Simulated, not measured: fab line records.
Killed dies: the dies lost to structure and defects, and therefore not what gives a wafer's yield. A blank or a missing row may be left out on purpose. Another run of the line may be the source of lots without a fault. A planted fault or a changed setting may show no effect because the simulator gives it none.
Chamber matching :: flow n5-finfet :: rie-diel-03 running N5_BEOL_M12_ETCH_38: 4 sister chambers
The step etches SiCN in CF4/N2, target depth 68.7 nm, time 73.4 s. 8 wafers are shown with their chamber, then 9 later ones without.

== WAFERS, EACH WITH ITS CHAMBER ==
wafer: L076.3
chamber: 2
drypump-motor-current-A (A): 5.8
showerhead-plenum-p-Torr (Torr): 2.26

wafer: L079.2
chamber: 1
drypump-motor-current-A (A): 5.5
showerhead-plenum-p-Torr (Torr): 2.28

wafer: L079.4
chamber: 0
drypump-motor-current-A (A): 6.5
showerhead-plenum-p-Torr (Torr): 2.24

wafer: L081.5
chamber: 3
drypump-motor-current-A (A): 5.8
showerhead-plenum-p-Torr (Torr): 2.18

wafer: L081.6
chamber: 2
drypump-motor-current-A (A): 5.8
showerhead-plenum-p-Torr (Torr): 2.25

wafer: L087.2
chamber: 1
drypump-motor-current-A (A): 5.5
showerhead-plenum-p-Torr (Torr): 2.27

wafer: L087.4
chamber: 0
drypump-motor-current-A (A): 6.5
showerhead-plenum-p-Torr (Torr): 2.24

wafer: L087.6
chamber: 3
drypump-motor-current-A (A): 5.9
showerhead-plenum-p-Torr (Torr): 2.18

== WAFERS WITH NO CHAMBER GIVEN ==
wafer: L094.1
drypump-motor-current-A (A): 5.5
showerhead-plenum-p-Torr (Torr): 2.27

wafer: L094.4
drypump-motor-current-A (A): 5.5
showerhead-plenum-p-Torr (Torr): 2.27

wafer: L094.6
drypump-motor-current-A (A): 6.5
showerhead-plenum-p-Torr (Torr): 2.23

wafer: L095.2
drypump-motor-current-A (A): 6.5
showerhead-plenum-p-Torr (Torr): 2.23

wafer: L095.5
drypump-motor-current-A (A): 6.5
showerhead-plenum-p-Torr (Torr): 2.23

wafer: L095.6
drypump-motor-current-A (A): 5.6
showerhead-plenum-p-Torr (Torr): 2.27

wafer: L096.2
drypump-motor-current-A (A): 5.5
showerhead-plenum-p-Torr (Torr): 2.27

wafer: L096.4
drypump-motor-current-A (A): 5.5
showerhead-plenum-p-Torr (Torr): 2.26

wafer: L096.5
drypump-motor-current-A (A): 5.5
showerhead-plenum-p-Torr (Torr): 2.26

== EACH ONE'S CHAMBER ==
wafer: L094.1
from the rows above: 1
in truth: 1

wafer: L094.4
from the rows above: 1
in truth: 1

wafer: L094.6
from the rows above: 0
in truth: 0

wafer: L095.2
from the rows above: 0
in truth: 0

wafer: L095.5
from the rows above: 0
in truth: 0

wafer: L095.6
from the rows above: 1
in truth: 1

wafer: L096.2
from the rows above: 1
in truth: 1

wafer: L096.4
from the rows above: 1
in truth: 1

wafer: L096.5
from the rows above: 1
in truth: 1
Placed correctly: 9 of 9. From these rows, 0 cannot be placed. Placed wrongly: 0.
How it was worked out, from the rows above alone: a wafer's distance from a chamber is the root of the sum, over the readings, of the square of ((its reading less the chamber's mean) divided by the reading's scatter). The wafer belongs to the nearest chamber; if the next one is less than 2 further off, it can't be placed. The mean given for a chamber averages the wafers shown for that chamber. The scatter: take each reading less its chamber's mean, square it, sum over the shown wafers, divide by the number of wafers less the number of chambers, and take the root.
